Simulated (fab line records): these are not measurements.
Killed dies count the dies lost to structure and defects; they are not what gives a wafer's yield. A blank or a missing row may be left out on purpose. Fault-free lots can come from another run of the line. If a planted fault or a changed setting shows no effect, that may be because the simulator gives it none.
fab line records -- flow n5-finfet -- part 1 of 2: steps 1 to 4 of 6
[record] lots = 20, wafers = 60, last-day = 17
route steps=1938 shown BEOL_M0_SAQP@690 BEOL_M0_CUTY@708 BEOL_M0@721
lots that met no fault: taken from a fault-free run of the same line
start-h: hours from the record's opening day to when the first of the lot's shown wafers began -- wait-h: hours since the lot's step before -- " unchanged from the row above -- L1.1+2: several wafers, shown together as one row -- - value missing, or start not given -- * or withheld: withheld -- < > ~ a bound
route shown NAME@n: names a module that has steps shown in the file, with the first one's number in the route -- usual: mean/standard deviation of fault-free wafers -- same: alike in all rows -- chamber/n: place in a boat -- sites: per-site readings -- _std_site: standard deviation across them -- _edge_site: outer sites' mean less inner sites' -- radius-mm: how far each site lies from the wafer's centre -- mask NAME#n: copy n -- behind: tool/chamber where the wafer was last shaped -- hold: the reason the lot was held/the length of the hold in hours/how it ended -- device: the transistor (n, p or np) that didn't switch -- end of line: the tests these same wafers got at the end of their route -- a step given without rows: its recipe and nothing more -- killed: count of dies lost to structure and defects at first sort (not the wafer's yield) -- map: dies across one wafer; x = killed, . = not, _ = none there
set.NAME: the run value of the setting; set.NAME@STEP: its run value at that earlier step -- model.NAME: the simulator's own value behind a step, which no gauge read
a sample of lots followed through the steps of the route, with each step as a table and each wafer as a row
services: from which hour (start-h, from the record's first day; less than 0 if before it) a tool's chamber was out of use, for how many hours, and why
[[steps]]
[step N5_BEOL_M0_SAQP_OVL_MEAS_41]
[recipe] points-per-wafer = 522
[usual] M0_CUT1_OVL = 0.4/0.67
lot.wafer,tool,chamber,start-h,wait-h,M0_CUT1_OVL[nm]
L074.1,overlay-01,0,112.88,0.0,-0.2
L074.4,overlay-01,0,112.88,0.0,-0.2
L074.5,overlay-01,0,112.88,0.0,-0.3
L075.1,overlay-02,0,116.31,0.0,-0.6
L075.4,overlay-02,0,116.31,0.0,0.7
L075.6,overlay-02,0,116.31,0.0,0.4
L076.1,overlay-02,0,126.60,0.0,2.5
L076.5,overlay-02,0,126.60,0.0,1.5
L076.6,overlay-02,0,126.60,0.0,0.8
L077.2,overlay-01,0,131.52,0.0,-0.9
L077.5,overlay-01,0,131.52,0.0,0.7
L077.6,overlay-01,0,131.52,0.0,0.3
L078.1,overlay-02,0,132.94,0.0,0.7
L078.3,overlay-02,0,132.94,0.0,-0.2
L078.6,overlay-02,0,132.94,0.0,1.4
L079.1,overlay-02,0,143.60,0.0,-0.5
L079.2,overlay-02,0,143.60,0.0,-0.4
L079.4,overlay-02,0,143.60,0.0,0.6
L080.3,overlay-02,0,149.79,0.0,1.1
L080.4,overlay-02,0,149.79,0.0,1.1
L080.5,overlay-02,0,149.79,0.0,1.1
L081.2,overlay-01,0,153.74,0.0,0.5
L081.5,overlay-01,0,153.74,0.0,1.0
L081.6,overlay-01,0,153.74,0.0,0.6
L082.2,overlay-02,0,163.40,0.0,2.2
L082.3,overlay-02,0,163.40,0.0,1.6
L082.6,overlay-02,0,163.40,0.0,0.6
L083.1,overlay-01,0,169.94,0.0,0.7
L083.2,overlay-01,0,169.94,0.0,0.3
L083.3,overlay-01,0,169.94,0.0,0.4
L084.1,overlay-01,0,175.33,0.0,-0.2
L084.5,overlay-01,0,175.33,0.0,0.3
L084.6,overlay-01,0,175.33,0.0,-0.1
L085.3,overlay-02,0,180.03,0.0,0.8
L085.5,overlay-02,0,180.03,0.0,1.6
L085.6,overlay-02,0,180.03,0.0,2.0
L086.1,overlay-02,0,185.22,0.0,-1.1
L086.2,overlay-02,0,185.22,0.0,0.2
L086.6,overlay-02,0,185.22,0.0,0.0
L087.1,overlay-01,0,191.36,0.0,0.8
L087.3,overlay-01,0,191.36,0.0,0.3
L087.4,overlay-01,0,191.36,0.0,0.4
L088.2,overlay-02,0,194.49,0.0,-0.8
L088.3,overlay-02,0,194.49,0.0,-0.7
L088.5,overlay-02,0,194.49,0.0,0.4
L091.2,overlay-02,0,215.74,0.0,-0.5
L091.4,overlay-02,0,215.74,0.0,-0.9
L091.6,overlay-02,0,215.74,0.0,-0.1
L094.1,overlay-02,0,230.44,0.0,0.2
L094.3,overlay-02,0,230.44,0.0,0.0
L094.5,overlay-02,0,230.44,0.0,0.0
L095.2,overlay-02,0,236.72,0.0,0.5
L095.3,overlay-02,0,236.72,0.0,0.4
L095.4,overlay-02,0,236.72,0.0,0.1
L096.2,overlay-01,0,245.89,0.0,1.3
L096.4,overlay-01,0,245.89,0.0,1.0
L096.6,overlay-01,0,245.89,0.0,1.2
L097.1,overlay-02,0,250.76,0.0,0.0
L097.2,overlay-02,0,250.76,0.0,0.3
L097.4,overlay-02,0,250.76,0.0,-0.4
[step N5_BEOL_M0_SAQP_DESCUM_45]
[recipe] chemistry = O2, time-s = 7, source-power-w = 50, bias-power-w = 20, pressure-mtorr = 20, rf-frequency-hz = 2.712e+07, temp-c = 40, resist = CAR-EUV, o2-flow-sccm = 225
[usual] chamber-pressure-mTorr = 20.001/0.018, drypump-motor-current-A = 5.8/0.47, oes-product-au = 0.76/0.075, rf-vpp-V = 243.5/1.5, showerhead-plenum-p-Torr = 2.12/0.084, throttle-valve-pct = 20.53/0.16
lot.wafer,tool,chamber,start-h,wait-h,chamber-pressure-mTorr,drypump-motor-current-A,oes-product-au,rf-hours-counter-h,rf-vpp-V,showerhead-plenum-p-Torr,throttle-valve-pct
L074.1,rie-diel-02,2,113.20,0.3,19.988,5.3,0.78,116,245.6,2.20,20.56
L074.4,rie-diel-02,0,113.20,0.3,19.994,6.2,0.74,160,242.6,2.00,20.56
L074.5,rie-diel-02,3,113.20,0.3,19.989,6.2,0.69,-,242.9,1.98,20.46
L075.1,rie-diel-02,0,116.41,0.0,20.000,6.2,0.74,161,241.2,2.00,20.56
L075.4,rie-diel-02,2,116.41,0.0,20.024,5.3,0.77,117,245.3,2.20,20.56
L075.6,rie-diel-02,1,116.41,0.0,20.012,5.5,0.75,-,244.5,2.17,20.28
L076.1,rie-diel-05,1,126.71,0.0,20.009,6.2,0.81,103,242.3,1.94,20.56
L076.5,rie-diel-05,0,126.71,0.0,20.010,5.5,0.76,-,246.2,2.18,20.50
L076.6,rie-diel-05,3,126.71,0.0,20.031,6.5,0.76,-,243.1,2.17,20.79
L077.2,rie-diel-05,0,131.69,0.1,20.020,5.5,0.76,156,244.2,2.18,20.51
L077.5,rie-diel-05,3,131.69,0.1,19.991,6.5,0.76,-,245.5,2.17,20.78
L077.6,rie-diel-05,0,131.69,0.1,19.989,5.5,0.76,-,245.3,2.18,20.49
L078.1,rie-diel-02,2,133.03,0.0,19.993,5.3,0.78,121,244.9,2.20,20.56
L078.3,rie-diel-02,0,133.03,0.0,20.026,6.2,0.74,165,241.1,2.00,20.57
L078.6,rie-diel-02,2,133.03,0.0,20.015,5.2,0.77,-,243.5,2.20,20.60
L079.1,rie-diel-06,0,143.69,0.0,20.009,4.9,0.91,30,244.2,2.13,20.42
L079.2,rie-diel-06,3,143.69,0.0,19.992,5.7,0.70,207,244.7,2.16,20.72
L079.4,rie-diel-06,1,143.69,0.0,20.011,5.4,0.71,192,243.5,2.07,20.53
L080.3,rie-diel-06,0,149.94,0.1,20.005,4.9,0.91,32,242.2,2.13,20.42
L080.4,rie-diel-06,2,149.94,0.1,19.986,5.9,0.70,232,243.8,2.15,20.59
L080.5,rie-diel-06,3,149.94,0.1,19.992,5.6,0.70,-,243.9,2.15,20.73
L081.2,rie-diel-06,0,154.48,0.7,20.021,4.9,0.90,33,242.3,2.13,20.43
L081.5,rie-diel-06,0,154.48,0.7,19.999,4.9,0.91,-,243.6,2.13,20.41
L081.6,rie-diel-06,3,154.48,0.7,19.988,5.7,0.71,-,244.0,2.15,20.72
L082.2,rie-diel-05,3,163.51,0.1,20.029,6.6,0.75,168,244.2,2.17,20.82
L082.3,rie-diel-05,2,163.51,0.1,19.965,6.1,0.71,211,243.3,2.16,20.46
L082.6,rie-diel-05,2,163.51,0.1,19.999,6.1,0.73,-,243.8,2.16,20.49
L083.1,rie-diel-02,0,170.03,0.0,19.981,6.2,0.72,177,242.7,2.00,20.58
L083.2,rie-diel-02,1,170.03,0.0,19.994,5.5,0.75,186,243.4,2.17,20.31
L083.3,rie-diel-02,2,170.03,0.0,20.032,5.3,0.76,134,244.9,2.19,20.60
L084.1,rie-diel-02,0,175.43,0.0,20.012,6.2,0.74,179,241.9,1.99,20.59
L084.5,rie-diel-02,2,175.43,0.0,20.014,5.3,0.76,-,244.7,2.19,20.60
L084.6,rie-diel-02,3,175.43,0.0,20.032,6.2,0.98,-,245.1,2.24,20.16
L085.3,rie-diel-05,0,180.12,0.0,19.996,5.5,0.75,171,243.3,2.18,20.51
L085.5,rie-diel-05,3,180.12,0.0,20.033,6.6,0.75,-,244.6,2.17,20.83
L085.6,rie-diel-05,2,180.12,0.0,20.010,6.1,0.71,-,244.1,2.16,20.48
L086.1,rie-diel-02,2,185.36,0.1,19.969,5.3,0.75,140,243.8,2.19,20.60
L086.2,rie-diel-02,3,185.36,0.1,19.984,6.2,0.96,4,245.8,2.24,20.17
L086.6,rie-diel-02,1,185.36,0.1,20.009,5.5,0.75,-,243.4,2.17,20.33
L087.1,rie-diel-02,1,191.45,0.0,19.971,5.5,0.75,194,242.5,2.17,20.32
L087.3,rie-diel-02,2,191.45,0.0,20.028,5.3,0.76,141,243.3,2.19,20.61
L087.4,rie-diel-02,0,191.45,0.0,20.019,6.2,0.73,183,241.1,1.99,20.59
L088.2,rie-diel-06,0,194.61,0.1,19.996,4.9,0.88,45,242.8,2.13,20.44
L088.3,rie-diel-06,3,194.61,0.1,19.997,5.7,0.70,221,244.1,2.15,20.74
L088.5,rie-diel-06,0,194.61,0.1,20.018,5.0,0.88,-,244.4,2.13,20.44
L091.2,rie-diel-06,0,215.83,0.0,19.990,4.9,0.88,53,243.0,2.12,20.44
L091.4,rie-diel-06,1,215.83,0.0,20.020,5.4,0.70,-,244.2,2.06,20.58
L091.6,rie-diel-06,3,215.83,0.0,20.002,5.7,0.69,-,243.5,2.15,20.74
L094.1,rie-diel-02,1,230.53,0.0,20.004,5.5,0.74,206,243.2,2.16,20.35
L094.3,rie-diel-02,0,230.53,0.0,19.995,6.2,0.71,195,240.7,1.99,20.61
L094.5,rie-diel-02,0,230.53,0.0,19.999,6.2,0.72,-,243.2,1.99,20.61
L095.2,rie-diel-05,0,236.81,0.0,19.992,5.5,0.73,188,245.3,2.17,20.55
L095.3,rie-diel-05,3,236.81,0.0,19.981,6.6,0.73,191,243.5,2.16,20.84
L095.4,rie-diel-05,2,236.81,0.0,19.987,6.1,0.69,233,243.3,2.15,20.50
L096.2,rie-diel-05,2,245.98,0.0,19.995,6.1,0.70,236,245.2,2.15,20.51
L096.4,rie-diel-05,1,245.98,0.0,19.997,6.2,0.77,139,240.5,1.92,20.64
L096.6,rie-diel-05,0,245.98,0.0,20.035,5.5,0.74,-,243.2,2.17,20.55
L097.1,rie-diel-06,0,250.86,0.0,19.984,4.9,0.86,65,244.3,2.12,20.48
L097.2,rie-diel-06,3,250.86,0.0,20.030,5.7,0.69,240,244.4,2.14,20.76
L097.4,rie-diel-06,2,250.86,0.0,19.986,5.9,0.99,3,243.9,2.14,20.30
[step N5_BEOL_M0_SAQP_CUT_ETCH_46]
[recipe] chemistry = N2/H2, target = SOC, target-depth-a = 1350, overetch-a = 270, temp-c = 40, time-s = 202.5, ion-energy-ev = 200, mask-material = SiARC, pressure-mtorr = 30, source-w = 840, bias-w = 150, n2-flow-sccm = 200, h2-flow-sccm = 200
[usual] bias-w = 149.9/0.44, chamber-pressure-mTorr = 30.00/0.03, drypump-motor-current-A = 5.8/0.46, rf-vpp-V = 524.9/2.8, showerhead-plenum-p-Torr = 2.58/0.1, throttle-valve-pct = 17.96/0.19
lot.wafer,tool,chamber,start-h,wait-h,bias-w,chamber-pressure-mTorr,drypump-motor-current-A,rf-hours-counter-h,rf-vpp-V,showerhead-plenum-p-Torr,throttle-valve-pct
L074.1,rie-diel-02,2,113.28,0.0,149.7,29.96,5.3,116,527.6,2.66,17.86
L074.4,rie-diel-02,0,113.28,0.0,149.5,29.99,6.2,160,520.3,2.43,17.94
L074.5,rie-diel-02,3,113.28,0.0,150.1,30.01,6.2,-,519.6,2.39,17.80
L075.1,rie-diel-02,0,116.49,0.0,149.9,29.94,6.2,161,520.0,2.43,17.94
L075.4,rie-diel-02,2,116.49,0.0,149.9,29.96,5.3,117,526.9,2.66,17.87
L075.6,rie-diel-02,1,116.49,0.0,150.3,29.99,5.5,-,527.1,2.65,17.81
L076.1,rie-diel-05,1,126.79,0.0,150.1,30.02,6.2,103,518.9,2.36,18.01
L076.5,rie-diel-05,0,126.79,0.0,149.7,29.99,5.5,-,526.6,2.66,17.84
L076.6,rie-diel-05,3,126.79,0.0,149.6,30.00,6.6,-,527.2,2.63,18.24
L077.2,rie-diel-05,0,131.77,0.0,150.2,29.97,5.5,156,526.8,2.66,17.85
L077.5,rie-diel-05,3,131.77,0.0,150.2,29.97,6.6,-,527.4,2.63,18.26
L077.6,rie-diel-05,0,131.77,0.0,150.0,30.00,5.5,-,528.0,2.66,17.84
L078.1,rie-diel-02,2,133.12,0.0,149.6,29.98,5.3,121,526.6,2.66,17.88
L078.3,rie-diel-02,0,133.12,0.0,150.2,29.98,6.2,165,519.6,2.43,17.96
L078.6,rie-diel-02,2,133.12,0.0,149.7,29.96,5.3,-,527.1,2.66,17.89
L079.1,rie-diel-06,0,143.78,0.0,150.4,29.99,4.9,30,527.3,2.60,17.96
L079.2,rie-diel-06,3,143.78,0.0,149.3,30.01,5.7,207,526.6,2.63,18.26
L079.4,rie-diel-06,1,143.78,0.0,150.2,29.97,5.4,192,523.1,2.51,17.91
L080.3,rie-diel-06,0,150.02,0.0,150.0,30.01,5.0,32,524.9,2.60,17.97
L080.4,rie-diel-06,2,150.02,0.0,149.4,29.99,5.9,232,526.3,2.62,18.07
L080.5,rie-diel-06,3,150.02,0.0,150.1,29.99,5.7,-,525.4,2.63,18.24
L081.2,rie-diel-06,0,154.56,0.0,149.7,30.02,5.0,33,525.0,2.60,17.97
L081.5,rie-diel-06,0,154.56,0.0,150.3,30.01,5.0,-,523.7,2.60,17.96
L081.6,rie-diel-06,3,154.56,0.0,149.4,29.95,5.7,-,527.0,2.63,18.26
L082.2,rie-diel-05,3,163.59,0.0,150.5,30.01,6.6,168,527.8,2.63,18.26
L082.3,rie-diel-05,2,163.59,0.0,150.1,30.01,6.1,211,527.1,2.63,17.90
L082.6,rie-diel-05,2,163.59,0.0,150.4,29.99,6.1,-,527.0,2.63,17.89
L083.1,rie-diel-02,0,170.11,0.0,149.9,29.98,6.2,177,521.1,2.42,17.97
L083.2,rie-diel-02,1,170.11,0.0,149.9,29.99,5.5,186,526.9,2.64,17.85
L083.3,rie-diel-02,2,170.11,0.0,150.5,30.01,5.3,134,527.8,2.65,17.91
L084.1,rie-diel-02,0,175.51,0.0,150.3,30.04,6.2,179,521.6,2.42,17.97
L084.5,rie-diel-02,2,175.51,0.0,149.0,30.00,5.3,-,525.8,2.65,17.90
L084.6,rie-diel-02,3,175.51,0.0,150.5,29.97,6.2,-,528.0,2.71,17.45
L085.3,rie-diel-05,0,180.21,0.0,150.1,30.06,5.5,171,526.6,2.65,17.88
L085.5,rie-diel-05,3,180.21,0.0,150.4,29.99,6.6,-,526.5,2.63,18.28
L085.6,rie-diel-05,2,180.21,0.0,149.4,30.06,6.1,-,526.6,2.62,17.92
L086.1,rie-diel-02,2,185.44,0.0,150.4,30.03,5.3,140,527.0,2.65,17.89
L086.2,rie-diel-02,3,185.44,0.0,150.0,29.98,6.2,4,528.8,2.70,17.44
L086.6,rie-diel-02,1,185.44,0.0,149.9,29.94,5.5,-,525.7,2.64,17.87
L087.1,rie-diel-02,1,191.53,0.0,150.0,29.99,5.5,194,525.9,2.63,17.86
L087.3,rie-diel-02,2,191.53,0.0,150.3,30.02,5.3,141,527.4,2.65,17.92
L087.4,rie-diel-02,0,191.53,0.0,149.8,30.03,6.2,183,520.2,2.42,17.98
L088.2,rie-diel-06,0,194.70,0.0,150.1,30.07,4.9,45,526.5,2.59,17.99
L088.3,rie-diel-06,3,194.70,0.0,149.8,30.02,5.7,221,526.5,2.62,18.29
L088.5,rie-diel-06,0,194.70,0.0,150.6,30.04,4.9,-,523.4,2.59,18.00
L091.2,rie-diel-06,0,215.91,0.0,150.4,29.97,4.9,53,523.8,2.59,18.00
L091.4,rie-diel-06,1,215.91,0.0,149.5,30.02,5.4,-,522.6,2.50,17.95
L091.6,rie-diel-06,3,215.91,0.0,149.3,29.96,5.7,-,526.5,2.62,18.28
L094.1,rie-diel-02,1,230.61,0.0,148.8,30.03,5.5,206,525.2,2.63,17.87
L094.3,rie-diel-02,0,230.61,0.0,150.1,30.02,6.2,195,519.2,2.42,18.00
L094.5,rie-diel-02,0,230.61,0.0,150.4,30.01,6.2,-,519.8,2.42,18.01
L095.2,rie-diel-05,0,236.89,0.0,149.2,29.99,5.5,188,525.3,2.64,17.91
L095.3,rie-diel-05,3,236.89,0.0,149.8,30.03,6.6,191,526.1,2.62,18.28
L095.4,rie-diel-05,2,236.89,0.0,150.3,29.96,6.1,234,526.0,2.62,17.93
L096.2,rie-diel-05,2,246.06,0.0,149.2,29.94,6.1,236,525.2,2.62,17.96
L096.4,rie-diel-05,1,246.06,0.0,149.4,30.01,6.2,139,518.9,2.34,18.03
L096.6,rie-diel-05,0,246.06,0.0,149.8,29.93,5.5,-,526.5,2.64,17.92
L097.1,rie-diel-06,0,250.94,0.0,149.7,30.04,5.0,65,525.4,2.58,18.02
L097.2,rie-diel-06,3,250.94,0.0,149.9,30.05,5.7,240,525.4,2.62,18.31
L097.4,rie-diel-06,2,250.94,0.0,150.1,30.04,5.9,3,526.2,2.61,17.71
[step N5_BEOL_M0_CUTY_CD_MEAS_57]
[recipe] target-cd-nm = 200, landing-energy-ev = 500, detector = se-inlens, polarity = line
[usual] cd-nm = 199.9/0.98
lot.wafer,tool,chamber,start-h,wait-h,cd-nm
L074.1,cd-sem-03,0,114.92,-,199.1
L074.4,cd-sem-03,0,114.92,-,199.3
L074.5,cd-sem-03,0,114.92,-,200.1
L075.1,cd-sem-02,0,117.74,-,199.9
L075.4,cd-sem-02,0,117.74,-,198.0
L075.6,cd-sem-02,0,117.74,-,198.8
L076.1,cd-sem-01,0,128.01,-,201.1
L076.5,cd-sem-01,0,128.01,-,201.6
L076.6,cd-sem-01,0,128.01,-,201.1
L077.2,cd-sem-01,0,133.00,-,199.8
L077.5,cd-sem-01,0,133.00,-,200.1
L077.6,cd-sem-01,0,133.00,-,200.6
L078.1,cd-sem-02,0,134.33,-,200.5
L078.3,cd-sem-02,0,134.33,-,201.0
L078.6,cd-sem-02,0,134.33,-,200.5
L079.1,cd-sem-03,0,145.00,-,197.6
L079.2,cd-sem-03,0,145.00,-,198.3
L079.4,cd-sem-03,0,145.00,-,197.6
L080.3,cd-sem-03,0,151.38,-,200.7
L080.4,cd-sem-03,0,151.38,-,200.3
L080.5,cd-sem-03,0,151.38,-,201.1
L081.2,cd-sem-03,0,155.79,-,199.3
L081.5,cd-sem-03,0,155.79,-,199.2
L081.6,cd-sem-03,0,155.79,-,199.1
L082.2,cd-sem-02,0,164.88,-,200.4
L082.3,cd-sem-02,0,164.88,-,200.5
L082.6,cd-sem-02,0,164.88,-,200.1
L083.1,cd-sem-03,0,171.36,-,201.2
L083.2,cd-sem-03,0,171.36,-,200.3
L083.3,cd-sem-03,0,171.36,-,200.1
L084.1,cd-sem-03,0,176.61,-,199.6
L084.5,cd-sem-03,0,176.61,-,199.8
L084.6,cd-sem-03,0,176.61,-,200.3
L085.3,cd-sem-01,0,182.17,-,200.2
L085.5,cd-sem-01,0,182.17,-,200.5
L085.6,cd-sem-01,0,182.17,-,200.3
L086.1,cd-sem-01,0,186.78,-,201.0
L086.2,cd-sem-01,0,186.78,-,200.1
L086.6,cd-sem-01,0,186.78,-,201.2
L087.1,cd-sem-03,0,194.33,-,199.1
L087.3,cd-sem-03,0,194.33,-,198.7
L087.4,cd-sem-03,0,194.33,-,197.6
L088.2,cd-sem-03,0,196.67,-,198.3
L088.3,cd-sem-03,0,196.67,-,197.4
L088.5,cd-sem-03,0,196.67,-,197.8
L091.2,cd-sem-02,0,217.27,-,200.6
L091.4,cd-sem-02,0,217.27,-,199.7
L091.6,cd-sem-02,0,217.27,-,199.1
L094.1,cd-sem-01,0,231.85,-,200.9
L094.3,cd-sem-01,0,231.85,-,200.3
L094.5,cd-sem-01,0,231.85,-,199.9
L095.2,cd-sem-01,0,238.42,-,200.7
L095.3,cd-sem-01,0,238.42,-,200.2
L095.4,cd-sem-01,0,238.42,-,199.7
L096.2,cd-sem-01,0,247.25,-,199.8
L096.4,cd-sem-01,0,247.25,-,200.0
L096.6,cd-sem-01,0,247.25,-,199.2
L097.1,cd-sem-02,0,252.22,-,200.8
L097.2,cd-sem-02,0,252.22,-,201.3
L097.4,cd-sem-02,0,252.22,-,201.3
